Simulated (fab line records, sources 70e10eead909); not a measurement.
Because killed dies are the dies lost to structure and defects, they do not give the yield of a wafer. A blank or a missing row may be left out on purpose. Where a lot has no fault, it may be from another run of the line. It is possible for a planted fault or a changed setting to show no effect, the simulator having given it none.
Struck lot and sound lot, side by side :: flow nand harc :: 14 out of 1302 route steps
Sound: wafers L437.1, L437.3, L437.6. Struck: wafers L452.1, L452.4. (L452.5 of the same lot was not struck and is left out.) The cause comes at the end.
Per side, at each step with rows, come the tool, then ch with its chambers, and then its first start. Under that, the readings that differ: sound wafers :: struck wafers :: difference of the means :: sigmas: that difference in standard deviations of wafers without a fault.
alike: readings whose means differ by less than 2 such deviations, and words and numbers that are the same on both sides. not compared: withheld readings, readings that some wafer has no value for, bounds like >300 that may hide the same value, and numbers for which the record gives no deviation and whose values overlap.
The two part at a step that has a row with sigmas, a row that says differs or no value, or rows on one side only. When numbers do not overlap yet have no deviation, they are printed without sigmas and do not part them. A reading that every wafer of one side lacks parts them only if that side has two wafers or more.

NHARC_A_SGD_CUT_INSPECT_11:
  sound on defect inspect-02 at day 21 08:06; struck on defect inspect-02 at day 28 00:16
  alike: raw defect count
NHARC_A_SGD_CUT_DESCUM_14: chemistry O2, time 3 s.
  sound on rie diel-03 ch 0,3, day 21 08:10; struck on rie diel-11 ch 0,1, day 28 00:20
  alike: chamber pressure mTorr, drypump motor current A, oes product au, rf vpp V, showerhead plenum p Torr, throttle valve pct
  not compared: rf hours counter h
NHARC_A_SGD_CUT_ETCH_58: etches the open film in CF4, target depth 39 nm, time 65 s.
  sound on rie diel-03 ch 1,2,3, day 21 08:14; struck on rie diel-11 ch 0,3, day 28 00:25
  alike: bias w, chamber pressure mTorr, drypump motor current A, oes product au, rf vpp V, showerhead plenum p Torr, throttle valve pct
  not compared: rf hours counter h
NHARC_A_SGD_CUT_ETCH_59: etches the open film in N2/H2, target depth 260 nm, time 406.25 s.
  sound: rie diel-03 ch 0,2,3; struck: rie diel-11 ch 1,2
reading: throttle valve pct (%)
sound: 14.171 14.172 14.160
struck: 14.185 14.189
difference: +0.019
sigmas: +2
  alike: bias w, chamber pressure mTorr, drypump motor current A, oes product au, rf vpp V, showerhead plenum p Torr
  not compared: rf hours counter h
NHARC_A_SGD_CUT_ETCH_15: etches the open film in CH3F/O2, target depth 75 nm, time 64.3 s.
  sound: rie diel-03 ch 0,2,3; struck: rie diel-11 ch 2,3
  alike: bias w, chamber pressure mTorr, drypump motor current A, oes product au, rf vpp V, showerhead plenum p Torr, throttle valve pct
  not compared: rf hours counter h
then, 2 steps without rows for these wafers: NHARC_A_SGD_CUT_ETCH_16 (etches the open film in C4F8/O2/Ar, target depth 310.5 nm, time 155.2 s); NHARC_A_SGD_CUT_STRIP_60 (strips in C4F8/O2/Ar).
NHARC_A_SGD_CUT_STRIP_17: strips in O2.
  sound: rie diel-03 ch 0,2; struck: rie diel-11 ch 2,3
  alike: chamber pressure mTorr, drypump motor current A, oes product au, rf vpp V, showerhead plenum p Torr, throttle valve pct
  not compared: rf hours counter h
then, 4 steps without rows for these wafers: NHARC_A_SGD_CUT_PRECLEAN_18 (cleans in SC1); NHARC_A_SGD_CUT_SRD_19; NHARC_A_SGD_CUT_DEP_20 (deposits SiO2, target thk 150 nm); NHARC_A_SGD_CUT_ANNEAL_27 (time 1800 s).
NHARC_A_SGD_CUT_CMP_21: polishes, target thk 148.19 nm.
  sound on cmp-04 ch 1,3, day 21 13:56; struck on cmp-04 ch 0,3, day 28 06:05
reading: time to endpoint s (s)
sound: 50 52 55
struck: 96 100
difference: +46
sigmas: +14
  alike: motor current A
NHARC_A_SGD_CUT_THK_MEAS_22: measures by ellipsometry.
  sound on film metro-02 at day 21 14:10; struck on film metro-01 at day 28 06:20
  alike: thk nm

== WHERE THEY PART ==
Earliest at NHARC_A_SGD_CUT_ETCH_59; latest, in this record, at NHARC_A_SGD_CUT_CMP_21. Later steps at which nothing parts them and some readings are alike: NHARC_A_SGD_CUT_THK_MEAS_22.

WHY: whatever the simulator had introduced
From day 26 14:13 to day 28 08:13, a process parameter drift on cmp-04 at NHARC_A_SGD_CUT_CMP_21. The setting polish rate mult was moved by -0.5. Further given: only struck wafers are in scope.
